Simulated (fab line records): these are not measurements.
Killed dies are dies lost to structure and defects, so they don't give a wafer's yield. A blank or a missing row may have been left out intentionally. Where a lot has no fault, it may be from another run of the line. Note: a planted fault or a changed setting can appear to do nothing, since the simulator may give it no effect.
Check of tool commonality ; flow n5 finfet ; 11 lots and 33 wafers in the sample

## REASON IT WAS OPENED
Of 11 lots, 2 have the reading V12_OVL flagged at N5_BEOL_M13_OVL_MEAS_11. Wafers without a fault read 6 nm, standard deviation 5.
Rule: a lot is flagged when every wafer of it that has a number lies more than 4 standard deviations from that mean, or none has a number. As for the other lots, they are considered sound.

lot;measured;on;V12_OVL (nm), wafer by wafer;flag
L414;day 10 14:07;overlay-02;10 11 17;
L416;day 11 03:10;overlay-02;4 5 0;
L417;day 11 14:49;overlay-01;8 0 11;
L420;day 12 04:28;overlay-02;5 7 6;
L421;day 12 16:32;overlay-01;11 10 15;
L429;day 15 05:41;overlay-01;7 3 8;
L428;day 15 07:59;overlay-01;31 34 37;FLAGGED
L430;day 15 08:10;overlay-02;42 37 37;FLAGGED
L431;day 15 15:04;overlay-02;3 7 4;
L434;day 16 10:16;overlay-02;7 3 20;
L437;day 17 15:49;overlay-01;11 7 11;
The numbers of the flagged lots are 36 nm on average: +30 nm against the usual, or +6 standard deviations.

## WHICH TOOL EACH LOT WENT THROUGH
The record holds 2 process steps before the reading, out of a route of 1938 steps. Each cell gives the tool, then ch followed by the chambers the sampled wafers passed through, then the start.
lot;flag;N5_BEOL_M12_DEGAS_41;N5_BEOL_M13_EXPOSE_07
L414;;pvd sputter-02, day 10 12:20;krf scanner-01 ch 0, day 10 13:55
L416;;pvd sputter-01, day 11 01:05;krf scanner-01 ch 0, day 11 02:58
L417;;pvd sputter-01, day 11 13:03;krf scanner-01 ch 0, day 11 14:37
L420;;pvd sputter-01, day 12 02:42;krf scanner-01 ch 0, day 12 04:16
L421;;pvd sputter-03, day 12 14:29;krf scanner-02 ch 0, day 12 16:20
L429;;pvd sputter-01, day 15 03:02;krf scanner-02 ch 0, day 15 05:29
L428;FLAGGED;pvd sputter-01, day 15 06:13;krf scanner-02 ch 0, day 15 07:47
L430;FLAGGED;pvd sputter-02, day 15 06:23;krf scanner-02 ch 0, day 15 07:58
L431;;pvd sputter-01, day 15 13:08;krf scanner-01 ch 0, day 15 14:52
L434;;pvd sputter-01, day 16 08:08;krf scanner-01 ch 0, day 16 10:04
L437;;pvd sputter-02, day 17 13:54;krf scanner-01 ch 0, day 17 15:37
What these steps do:
- N5_BEOL_M12_DEGAS_41: time 60 s.
- N5_BEOL_M13_EXPOSE_07: exposes mask V12.
- N5_BEOL_M13_OVL_MEAS_11

## FLAGGED AGAINST TOTAL, ONE TOOL AT A TIME (gauges that did the reading follow at the end)
step;tool;lots run;flagged;share of the flagged lots;sound lots run after its first flagged lot
N5_BEOL_M12_DEGAS_41;pvd sputter-01;7;1;some;2 (L431,L434)
N5_BEOL_M12_DEGAS_41;pvd sputter-02;3;1;some;1 (L437)
N5_BEOL_M12_DEGAS_41;pvd sputter-03;1;0;none;-
N5_BEOL_M13_EXPOSE_07;krf scanner-01;7;0;none;-
N5_BEOL_M13_EXPOSE_07;krf scanner-02;4;2;all;0
N5_BEOL_M13_OVL_MEAS_11;overlay-01;5;1;some;1 (L437)
N5_BEOL_M13_OVL_MEAS_11;overlay-02;6;1;some;2 (L431,L434)

## WHAT IS ALLOWED BY THE TABLE
Rows of the table that ran each flagged lot: 1, that is krf scanner-02 at N5_BEOL_M13_EXPOSE_07.
- krf scanner-02 at N5_BEOL_M13_EXPOSE_07: 2 of its 4 lots flagged. It ran its last sound lot, L429, at day 15 05:29 and its first flagged lot, L428, at day 15 07:47: a fault with its onset between the two fits.
krf scanner-02 at N5_BEOL_M13_EXPOSE_07 is the single tool remaining.

## WHAT THE SIMULATOR HAD PUT IN
Scanner matching overlay: krf scanner-02, from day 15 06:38 on, at N5_BEOL_M13_EXPOSE_07. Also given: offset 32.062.
Struck lots among those shown: L428, L430. Same finding as the rule above.
